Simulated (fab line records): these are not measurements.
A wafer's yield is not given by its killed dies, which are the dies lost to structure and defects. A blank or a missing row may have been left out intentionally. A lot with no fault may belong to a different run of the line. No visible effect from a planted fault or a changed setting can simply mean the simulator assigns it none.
Which of the tools did it? / flow nandHarc / Sampling: 6 lots, 18 wafers, 4 of 1302 route steps

WHAT THE GAUGES READ, wafer by wafer
NHARC_A_SGD_CUT_INSPECT_25.
lot=L734; measured=day 20 12:44; on=defectInspect-01; rawDefectCount=445 345 395
lot=L736; measured=day 22 14:59; on=defectInspect-02; rawDefectCount=388 258 333
lot=L738; measured=day 22 21:26; on=defectInspect-02; rawDefectCount=359 317 399
lot=L747; measured=day 26 06:13; on=defectInspect-01; rawDefectCount=440 391 336
lot=L752; measured=day 28 20:28; on=defectInspect-01; rawDefectCount=270 287 310
lot=L753; measured=day 29 07:37; on=defectInspect-01; rawDefectCount=370 410 432

WHAT TOOL EACH LOT RAN ON (gives the tool, then ch and the chambers of the sampled wafers, and finally the start)
lot=L734; NHARC_A_SGD_CUT_ETCH_15=rieDiel-07 ch 0,2,3, day 20 04:26 or earlier; NHARC_A_SGD_CUT_STRIP_17=rieDiel-07 ch 0,2,3, day 20 04:26; NHARC_A_SGD_CUT_ETCHBACK_24=rieDiel-06 ch 0,1,2, day 20 12:31
lot=L736; NHARC_A_SGD_CUT_ETCH_15=rieDiel-10 ch 2,3, day 22 07:20 or earlier; NHARC_A_SGD_CUT_STRIP_17=rieDiel-10 ch 0,2,3, day 22 07:20; NHARC_A_SGD_CUT_ETCHBACK_24=rieDiel-06 ch 1,3, day 22 14:42
lot=L738; NHARC_A_SGD_CUT_ETCH_15=rieDiel-07 ch 0,1,2, day 22 16:08 or earlier; NHARC_A_SGD_CUT_STRIP_17=rieDiel-07 ch 2,3, day 22 16:08; NHARC_A_SGD_CUT_ETCHBACK_24=rieDiel-07 ch 1,2,3, day 22 21:15
lot=L747; NHARC_A_SGD_CUT_ETCH_15=rieDiel-07 ch 2,3, day 25 23:30 or earlier; NHARC_A_SGD_CUT_STRIP_17=rieDiel-07 ch 1,3, day 25 23:30; NHARC_A_SGD_CUT_ETCHBACK_24=rieDiel-10 ch 0,1,3, day 26 06:01
lot=L752; NHARC_A_SGD_CUT_ETCH_15=rieDiel-10 ch 0,1,3, day 28 13:56 or earlier; NHARC_A_SGD_CUT_STRIP_17=rieDiel-10 ch 0,1,2, day 28 13:56; NHARC_A_SGD_CUT_ETCHBACK_24=rieDiel-10 ch 0,1,3, day 28 20:16
lot=L753; NHARC_A_SGD_CUT_ETCH_15=rieDiel-10 ch 0,1,3, day 29 02:04 or earlier; NHARC_A_SGD_CUT_STRIP_17=rieDiel-10 ch 1,2,3, day 29 02:04; NHARC_A_SGD_CUT_ETCHBACK_24=rieDiel-06 ch 1,2,3, day 29 07:22
- NHARC_A_SGD_CUT_ETCH_15: etches the open film in CH3F/O2, target depth 75 nm, time 64.3 s.
- NHARC_A_SGD_CUT_STRIP_17: strips in O2.
- NHARC_A_SGD_CUT_ETCHBACK_24: etches the open film in CH3F/O2, target depth 50 nm, time 92.857 s.

THE ANSWER, worked out from the rows above alone
Rule: the usual values come from the lots themselves. Put in order of their means at a reading, lots are off if they are a third of the lots or fewer, leave a main group of 4 or more, and stand apart from it by a gap of 3 or more times the standard deviation of the main group's means; of several such gaps the widest counts. Not used: any main group whose means are identical at the precision the tables above print for the reading. Also off: a lot with no number at a reading for which 4 or more lots have one. Any other lot the step has rows for is counted as sound.
Across all readings shown, no lot is off: no conclusion can be drawn from this.

WHAT THE SIMULATOR HAD INSERTED
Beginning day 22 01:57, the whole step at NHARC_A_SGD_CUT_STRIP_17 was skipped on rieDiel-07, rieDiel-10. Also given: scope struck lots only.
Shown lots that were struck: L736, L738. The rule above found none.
